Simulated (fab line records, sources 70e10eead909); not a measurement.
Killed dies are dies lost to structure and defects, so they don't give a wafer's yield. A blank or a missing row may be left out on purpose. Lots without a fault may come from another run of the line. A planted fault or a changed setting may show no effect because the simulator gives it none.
Which tool did it? | flow nand_harc | 12 lots, 36 wafers sampled, at 4 steps of a route of 1302

WHAT THE GAUGES READ, wafer by wafer
NHARC_A_SGD_CUT_CD_MEAS_09: target cd 100 nm. Usual: cd_nm 100.1 nm, standard deviation 0.58.
lot  | measured     | on        | cd_nm (nm)        | flag
L921 | day 19 17:16 | cd_sem-01 | 99.4 99.5 99.8    |
L920 | day 19 17:44 | cd_sem-03 | 100.0 100.9 100.1 |
L923 | day 20 17:23 | cd_sem-02 | 99.8 100.0 100.3  |
L924 | day 21 09:21 | cd_sem-03 | 99.7 99.0 100.3   |
L925 | day 21 09:42 | cd_sem-02 | 100.6 100.7 100.7 |
L931 | day 23 19:10 | cd_sem-03 | 100.7 99.8 99.5   |
L930 | day 24 01:07 | cd_sem-02 | 104.5 105.3 105.0 | OFF
L933 | day 25 03:31 | cd_sem-02 | 104.2 104.0 104.5 | OFF
L935 | day 25 14:27 | cd_sem-03 | 100.0 99.4 99.5   |
L937 | day 26 16:35 | cd_sem-03 | 101.0 100.7 100.5 |
L939 | day 27 03:41 | cd_sem-03 | 99.7 100.5 100.1  |
L940 | day 27 23:07 | cd_sem-02 | 100.1 99.6 99.5   |

WHICH TOOL RAN EACH LOT (tool, then ch and the chambers of the sampled wafers, then the start)
lot  | NHARC_A_STAIRCASE_ETCHBACK_157     | NHARC_A_STAIRCASE_CMP_472     | NHARC_A_SGD_CUT_EXPOSE_06
L921 | rie_diel-01 ch 0,2,3, day 19 15:37 | cmp-04 ch 0,1,3, day 19 16:16 | arfi_scanner-01 ch 0, day 19 17:07
L920 | rie_diel-06 ch 0,2, day 19 16:04   | cmp-01 ch 0,1,3, day 19 16:37 | arfi_scanner-01 ch 0, day 19 17:37
L923 | rie_diel-06 ch 0,1,2, day 20 15:50 | cmp-02 ch 0,1,2, day 20 16:25 | arfi_scanner-03 ch 0, day 20 17:15
L924 | rie_diel-13 ch 0,1,2, day 21 07:46 | cmp-02 ch 0,2,3, day 21 08:19 | arfi_scanner-03 ch 0, day 21 09:13
L925 | rie_diel-13 ch 0,3, day 21 07:58   | cmp-04 ch 1,2,3, day 21 08:35 | arfi_scanner-01 ch 0, day 21 09:34
L931 | rie_diel-13 ch 0,1, day 23 17:24   | cmp-02 ch 0,3, day 23 17:59   | arfi_scanner-02 ch 0, day 23 19:02
L930 | rie_diel-06 ch 1,3, day 23 23:25   | cmp-04 ch 0,3, day 23 23:59   | arfi_scanner-01 ch 0, day 24 00:59
L933 | rie_diel-01 ch 1,2, day 25 01:57   | cmp-04 ch 0,1,2, day 25 02:34 | arfi_scanner-01 ch 0, day 25 03:22
L935 | rie_diel-13 ch 2,3, day 25 12:36   | cmp-02 ch 0,2, day 25 13:20   | arfi_scanner-02 ch 0, day 25 14:19
L937 | rie_diel-13 ch 1,3, day 26 14:53   | cmp-01 ch 2,3, day 26 15:28   | arfi_scanner-02 ch 0, day 26 16:26
L939 | rie_diel-01 ch 1,2,3, day 27 01:53 | cmp-04 ch 1,3, day 27 02:29   | arfi_scanner-03 ch 0, day 27 03:32
L940 | rie_diel-06 ch 0,2, day 27 21:31   | cmp-01 ch 0,1,3, day 27 22:07 | arfi_scanner-03 ch 0, day 27 22:59
- NHARC_A_STAIRCASE_ETCHBACK_157: etches the open film in CH3F/O2, target depth 90 nm, time 167.14 s.
- NHARC_A_STAIRCASE_CMP_472: polishes SiO2.
- NHARC_A_SGD_CUT_EXPOSE_06: exposes mask SGD.

WHAT THE TOOLS THEMSELVES READ (means of the sampled wafers that have a number; where no wafer has one, the mark that the record gives instead)
NHARC_A_STAIRCASE_ETCHBACK_157. Usual: drypump_motor_current_A 5.7 A, standard deviation 0.33; oes_product_au 0.96 a.u., standard deviation 0.036; rf_vpp_V 244.8 V, standard deviation 1.4; showerhead_plenum_p_Torr 2.49 Torr, standard deviation 0.081; throttle_valve_pct 20.663 %, standard deviation 0.0094.
lot  | tool        | drypump_motor_current_A (A) | oes_product_au (a.u.) | rf_vpp_V (V) | showerhead_plenum_p_Torr (Torr) | throttle_valve_pct (%) | flag
L921 | rie_diel-01 | 5.7                         | 0.99                  | 246.1        | 2.56                            | 20.660                 |
L920 | rie_diel-06 | 6.0                         | 0.97                  | 243.8        | 2.43                            | 20.656                 |
L923 | rie_diel-06 | 5.7                         | 0.95                  | 243.4        | 2.36                            | 20.663                 |
L924 | rie_diel-13 | 5.6                         | 1.00                  | 244.6        | 2.52                            | 20.657                 |
L925 | rie_diel-13 | 5.7                         | 0.93                  | 244.3        | 2.48                            | 20.663                 |
L931 | rie_diel-13 | 5.5                         | 1.00                  | 245.4        | 2.52                            | 20.666                 |
L930 | rie_diel-06 | 5.4                         | 0.92                  | 244.4        | 2.50                            | 20.667                 |
L933 | rie_diel-01 | 5.8                         | 0.98                  | 244.6        | 2.44                            | 20.665                 |
L935 | rie_diel-13 | 5.6                         | 0.93                  | 244.4        | 2.45                            | 20.667                 |
L937 | rie_diel-13 | 5.9                         | 0.95                  | 246.0        | 2.54                            | 20.665                 |
L939 | rie_diel-01 | 5.9                         | 0.98                  | 245.2        | 2.48                            | 20.653                 |
L940 | rie_diel-06 | 5.6                         | 0.93                  | 242.9        | 2.37                            | 20.665                 |

NHARC_A_STAIRCASE_CMP_472. Usual: motor_current_A 12.0 A, standard deviation 1.1.
lot  | tool   | motor_current_A (A) | flag
L921 | cmp-04 | 12.1                |
L920 | cmp-01 | 11.2                |
L923 | cmp-02 | 11.6                |
L924 | cmp-02 | 11.4                |
L925 | cmp-04 | 13.2                |
L931 | cmp-02 | 11.3                |
L930 | cmp-04 | 12.1                |
L933 | cmp-04 | 12.7                |
L935 | cmp-02 | 11.2                |
L937 | cmp-01 | 11.5                |
L939 | cmp-04 | 12.9                |
L940 | cmp-01 | 11.2                |

NHARC_A_SGD_CUT_EXPOSE_06. Usual: exposure_dose_mJ_cm2 85.8, standard deviation 0.36.
lot  | tool            | exposure_dose_mJ_cm2 | flag
L921 | arfi_scanner-01 | 85.5                 |
L920 | arfi_scanner-01 | 85.4                 |
L923 | arfi_scanner-03 | 85.5                 |
L924 | arfi_scanner-03 | 85.5                 |
L925 | arfi_scanner-01 | 85.6                 |
L931 | arfi_scanner-02 | 85.6                 |
L930 | arfi_scanner-01 | 91.7                 | OFF
L933 | arfi_scanner-01 | 90.5                 | OFF
L935 | arfi_scanner-02 | 85.4                 |
L937 | arfi_scanner-02 | 85.4                 |
L939 | arfi_scanner-03 | 86.3                 |
L940 | arfi_scanner-03 | 86.4                 |

THE ANSWER, worked out from the rows above alone
Rule: a lot is off if the mean of its wafers that have a number lies more than 3 standard deviations from the usual mean. A lot without any number at a reading at which 4 lots or more have one is off too. The other lots that the step has rows for count as sound. The gauges are gone through in route order, then the tools' own readings, and for those a lot's mean is taken as printed above. The first step at which some lot is off is used, and at that step the reading that is off furthest; a lot without a number counts as furthest.
Off: L930, L933, at NHARC_A_SGD_CUT_CD_MEAS_09 (cd_nm).
A tool fits if, at a process step before that reading, it ran every lot that is off, and no sound lot after the first of them. The gauges at NHARC_A_SGD_CUT_CD_MEAS_09 aren't tried: what is off there is off at NHARC_A_SGD_CUT_EXPOSE_06 too, on other tools, and a gauge's error can't cause that. One fits: arfi_scanner-01 at NHARC_A_SGD_CUT_EXPOSE_06. Its last sound lot is L925 (day 21 09:34), its first lot that is off L930 (day 24 00:59): a fault that began between those two fits.
The tool's own readings at NHARC_A_SGD_CUT_EXPOSE_06 bear it out: on the lots that are off they differ by more than 5 times the standard deviation of the sound lots' means. exposure_dose_mJ_cm2 reads 91.1 there against 85.7 on the sound lots.

WHAT THE SIMULATOR HAD PUT IN
Process parameter drift: arfi_scanner-01, from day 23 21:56 on, at NHARC_A_SGD_CUT_EXPOSE_06. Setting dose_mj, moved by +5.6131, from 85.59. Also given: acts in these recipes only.
Lots struck among those shown: L930, L933. The rule above found the same.
